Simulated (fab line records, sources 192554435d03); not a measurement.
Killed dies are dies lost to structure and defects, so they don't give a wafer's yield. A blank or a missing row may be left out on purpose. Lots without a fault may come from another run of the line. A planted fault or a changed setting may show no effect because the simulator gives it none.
Chamber matching | flow n5_finfet | N5_MOL_CONTACT_COAG_DESCUM_88 on rie_diel-04: 4 sister chambers
The step chemistry O2, time 7 s. 8 wafers are shown with their chamber, then 7 later ones without.

WAFERS WITH THEIR CHAMBER
wafer  | chamber | drypump_motor_current_A (A) | showerhead_plenum_p_Torr (Torr)
L086.1 | 2       | 6.2                         | 2.23
L090.1 | 3       | 6.2                         | 2.13
L090.2 | 2       | 6.3                         | 2.22
L091.1 | 0       | 5.0                         | 2.07
L091.3 | 1       | 5.8                         | 2.13
L091.6 | 3       | 6.3                         | 2.13
L094.1 | 1       | 5.8                         | 2.13
L094.2 | 0       | 5.0                         | 2.07

WAFERS WITHOUT THEIR CHAMBER
wafer  | drypump_motor_current_A (A) | showerhead_plenum_p_Torr (Torr)
L094.5 | 5.8                         | 2.13
L096.1 | 5.8                         | 2.13
L096.2 | 6.3                         | 2.13
L096.6 | 5.8                         | 2.13
L097.1 | 6.3                         | 2.22
L097.3 | 6.3                         | 2.13
L097.5 | 6.3                         | 2.13

WHICH CHAMBER EACH WENT THROUGH
wafer  | from the rows above | in truth
L094.5 | 1                   | 1
L096.1 | 1                   | 1
L096.2 | 3                   | 3
L096.6 | 1                   | 1
L097.1 | 2                   | 2
L097.3 | 3                   | 3
L097.5 | 3                   | 3
Placed correctly: 7 of 7. Can't be placed from these rows: 0. Placed wrongly: 0.
How it was worked out, from the rows above alone: a wafer's distance from a chamber is the root of the sum, over the readings, of the square of ((its reading less the chamber's mean) divided by the reading's scatter). The wafer belongs to the nearest chamber; if the next one is less than 2 further off, it can't be placed. A chamber's mean is the mean of its shown wafers. The scatter: the root of (the sum of the squares of (reading less its chamber's mean) over the shown wafers, divided by (wafers less chambers)).
